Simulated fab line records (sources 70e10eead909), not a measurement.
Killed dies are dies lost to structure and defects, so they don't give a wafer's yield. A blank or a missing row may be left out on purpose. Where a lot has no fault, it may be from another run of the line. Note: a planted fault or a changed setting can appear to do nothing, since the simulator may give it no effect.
What tool caused it? | flow nand-harc | Sampling: 24 lots, 72 wafers, 3 of 1302 route steps

## WHAT EACH GAUGE READ, for each wafer
NHARC_P_M0_THK_MEAS_24: measures by xrf.
lot  | measured     | on            | thk-nm (nm)
L074 | day 6 03:38  | film-metro-02 | 120.9 121.1 119.9
L075 | day 6 18:41  | film-metro-02 | 115.8 120.4 118.0
L076 | day 6 19:51  | film-metro-02 | 116.8 116.4 116.5
L077 | day 7 11:56  | film-metro-01 | 118.9 119.7 119.5
L078 | day 7 16:59  | film-metro-02 | 117.7 116.9 113.8
L079 | day 8 03:45  | film-metro-01 | 118.2 115.5 118.8
L080 | day 8 15:25  | film-metro-01 | 117.4 119.0 118.4
L081 | day 8 23:46  | film-metro-01 | 119.6 121.9 119.3
L082 | day 9 12:19  | film-metro-02 | 116.1 115.4 117.9
L083 | day 9 17:17  | film-metro-02 | 116.2 118.7 117.3
L084 | day 10 07:52 | film-metro-02 | 118.1 117.5 118.7
L085 | day 10 12:40 | film-metro-02 | 115.0 113.4 112.4
L086 | day 11 03:14 | film-metro-02 | 120.1 119.2 118.9
L087 | day 11 12:46 | film-metro-01 | 120.3 120.0 117.0
L088 | day 12 02:50 | film-metro-01 | 114.7 119.0 115.6
L089 | day 12 22:53 | film-metro-01 | 117.8 116.1 119.0
L090 | day 13 00:14 | film-metro-01 | 119.5 119.3 117.0
L091 | day 13 08:24 | film-metro-01 | 118.2 118.2 119.0
L093 | day 13 22:23 | film-metro-01 | 118.1 120.6 118.0
L092 | day 13 22:49 | film-metro-01 | 119.6 114.8 115.0
L094 | day 14 13:43 | film-metro-01 | 115.7 117.4 116.0
L095 | day 15 05:10 | film-metro-01 | 118.4 120.8 119.1
L096 | day 15 08:19 | film-metro-01 | 118.3 116.7 118.9
L097 | day 15 15:26 | film-metro-02 | 117.2 117.3 118.9

## WHICH TOOL RAN EACH LOT (tool, then ch and the chambers of the sampled wafers, then the start)
lot  | NHARC_P_GATE_RTA_64              | NHARC_P_CONTACT_ETCH_18
L074 | rtp-anneal-02 ch 0, day 5 17:59  | rie-diel-06 ch 0,1,2, day 6 03:38 or earlier
L075 | rtp-anneal-02 ch 0, day 6 09:07  | rie-diel-01 ch 0,2, day 6 18:41 or earlier
L076 | rtp-anneal-02 ch 0, day 6 09:24  | rie-diel-04 ch 2,3, day 6 19:51 or earlier
L077 | rtp-anneal-02 ch 0, day 7 01:56  | rie-diel-04 ch 0,1,3, day 7 11:56 or earlier
L078 | rtp-anneal-01 ch 0, day 7 07:26  | rie-diel-04 ch 2,3, day 7 16:59 or earlier
L079 | rtp-anneal-01 ch 0, day 7 18:12  | rie-diel-04 ch 0,1,3, day 8 03:45 or earlier
L080 | rtp-anneal-01 ch 0, day 8 06:00  | rie-diel-04 ch 0,1,3, day 8 15:25 or earlier
L081 | rtp-anneal-01 ch 0, day 8 14:16  | rie-diel-06 ch 0,1,2, day 8 23:46 or earlier
L082 | rtp-anneal-01 ch 0, day 9 02:25  | rie-diel-01 ch 0,1,2, day 9 12:19 or earlier
L083 | rtp-anneal-02 ch 0, day 9 07:28  | rie-diel-04 ch 0,2,3, day 9 17:17 or earlier
L084 | rtp-anneal-01 ch 0, day 9 22:22  | rie-diel-06 ch 1,2,3, day 10 07:52 or earlier
L085 | rtp-anneal-01 ch 0, day 10 02:22 | rie-diel-06 ch 1,2,3, day 10 12:40 or earlier
L086 | rtp-anneal-02 ch 0, day 10 17:37 | rie-diel-06 ch 2,3, day 11 03:14 or earlier
L087 | rtp-anneal-01 ch 0, day 11 03:06 | rie-diel-01 ch 0,2,3, day 11 12:46 or earlier
L088 | rtp-anneal-02 ch 0, day 11 17:24 | rie-diel-06 ch 0,2,3, day 12 02:50 or earlier
L089 | rtp-anneal-01 ch 0, day 12 12:45 | rie-diel-04 ch 2,3, day 12 22:53 or earlier
L090 | rtp-anneal-02 ch 0, day 12 14:41 | rie-diel-01 ch 1,2, day 13 00:14 or earlier
L091 | rtp-anneal-01 ch 0, day 12 22:46 | rie-diel-06 ch 2,3, day 13 08:24 or earlier
L093 | rtp-anneal-01 ch 0, day 13 12:51 | rie-diel-04 ch 0,1,3, day 13 22:23 or earlier
L092 | rtp-anneal-02 ch 0, day 13 13:07 | rie-diel-06 ch 2,3, day 13 22:49 or earlier
L094 | rtp-anneal-01 ch 0, day 14 04:08 | rie-diel-04 ch 0,1,3, day 14 13:43 or earlier
L095 | rtp-anneal-02 ch 0, day 14 19:35 | rie-diel-04 ch 1,2,3, day 15 05:10 or earlier
L096 | rtp-anneal-02 ch 0, day 14 22:59 | rie-diel-06 ch 0,1,2, day 15 08:19 or earlier
L097 | rtp-anneal-01 ch 0, day 15 05:29 | rie-diel-06 ch 0,1, day 15 15:26 or earlier
- NHARC_P_GATE_RTA_64: time 1 s.
- NHARC_P_CONTACT_ETCH_18: etches the open film in C4F8/O2/Ar, target depth 481 nm, time 240.5 s.

## WHAT THE TOOLS THEMSELVES READ (means of the sampled wafers that have a number; where no wafer has one, the mark that the record gives instead)
NHARC_P_GATE_RTA_64.
lot  | tool          | lamp-power-pct (%) | lamp_zone_6_pct (%) | wafer_temp_C_max
L074 | rtp-anneal-02 | 37.8               | 37.7                | 1056.0
L075 | rtp-anneal-02 | 37.7               | 37.7                | 1055.6
L076 | rtp-anneal-02 | 37.7               | 37.7                | 1056.9
L077 | rtp-anneal-02 | 37.7               | 37.6                | 1057.2
L078 | rtp-anneal-01 | 35.0               | 35.0                | 1054.7
L079 | rtp-anneal-01 | 35.1               | 35.0                | 1055.0
L080 | rtp-anneal-01 | 35.0               | 34.9                | 1055.7
L081 | rtp-anneal-01 | 35.0               | 34.9                | 1054.8
L082 | rtp-anneal-01 | 35.0               | 35.0                | 1055.0
L083 | rtp-anneal-02 | 37.7               | 37.6                | 1056.8
L084 | rtp-anneal-01 | 35.1               | 35.0                | 1056.5
L085 | rtp-anneal-01 | 35.1               | 35.0                | 1054.8
L086 | rtp-anneal-02 | 37.7               | 37.6                | 1056.4
L087 | rtp-anneal-01 | 34.9               | 34.9                | 1055.3
L088 | rtp-anneal-02 | 37.7               | 37.7                | 1055.9
L089 | rtp-anneal-01 | 35.0               | 34.9                | 1054.3
L090 | rtp-anneal-02 | 37.7               | 37.7                | 1056.6
L091 | rtp-anneal-01 | 35.1               | 34.9                | 1055.7
L093 | rtp-anneal-01 | 35.1               | 35.0                | 1055.7
L092 | rtp-anneal-02 | 37.7               | 37.7                | 1056.5
L094 | rtp-anneal-01 | 35.0               | 35.0                | 1054.8
L095 | rtp-anneal-02 | 37.7               | 37.7                | 1056.1
L096 | rtp-anneal-02 | 37.7               | 37.7                | 1056.2
L097 | rtp-anneal-01 | 35.0               | 35.0                | 1055.0

NHARC_P_CONTACT_ETCH_18.
lot  | tool        | oes-product-au (a.u.) | rf-vpp-V (V)
L074 | rie-diel-06 | 0.934                 | 979
L075 | rie-diel-01 | 0.957                 | 980
L076 | rie-diel-04 | 0.930                 | 983
L077 | rie-diel-04 | 0.970                 | 979
L078 | rie-diel-04 | 0.964                 | 983
L079 | rie-diel-04 | 0.972                 | 979
L080 | rie-diel-04 | 0.972                 | 980
L081 | rie-diel-06 | 0.975                 | 978
L082 | rie-diel-01 | 0.973                 | 980
L083 | rie-diel-04 | 0.981                 | 980
L084 | rie-diel-06 | 0.958                 | 977
L085 | rie-diel-06 | 0.975                 | 977
L086 | rie-diel-06 | 0.926                 | 976
L087 | rie-diel-01 | 0.955                 | 981
L088 | rie-diel-06 | 0.969                 | 976
L089 | rie-diel-04 | 0.977                 | 984
L090 | rie-diel-01 | 0.960                 | 976
L091 | rie-diel-06 | 0.948                 | 976
L093 | rie-diel-04 | 0.978                 | 979
L092 | rie-diel-06 | 0.989                 | 974
L094 | rie-diel-04 | 0.973                 | 979
L095 | rie-diel-04 | 0.933                 | 983
L096 | rie-diel-06 | 0.970                 | 979
L097 | rie-diel-06 | 0.926                 | 979

## THE ANSWER, worked out from the rows above alone
Rule: usual is defined by the lots themselves. Put in order of their means at a reading, lots are off if they are a third of the lots or fewer, leave a main group of 4 or more, and stand apart from it by a gap of 3 or more times the standard deviation of the main group's means; of several such gaps the widest counts. A main group whose means are all the same, to the digits that the tables above print for the reading, isn't used. A lot without any number at a reading at which 4 lots or more have one is off too. The other lots that the step has rows for count as sound. After the gauges, taken in route order, come the tools' own readings; for these a lot's mean is taken, as printed above. The first step at which some lot is off is used, and at that step the reading that is off furthest; a lot without a number counts as furthest.
Across all readings shown, no lot is off: no conclusion can be drawn from this.

## WHAT THE SIMULATOR HAD PUT IN
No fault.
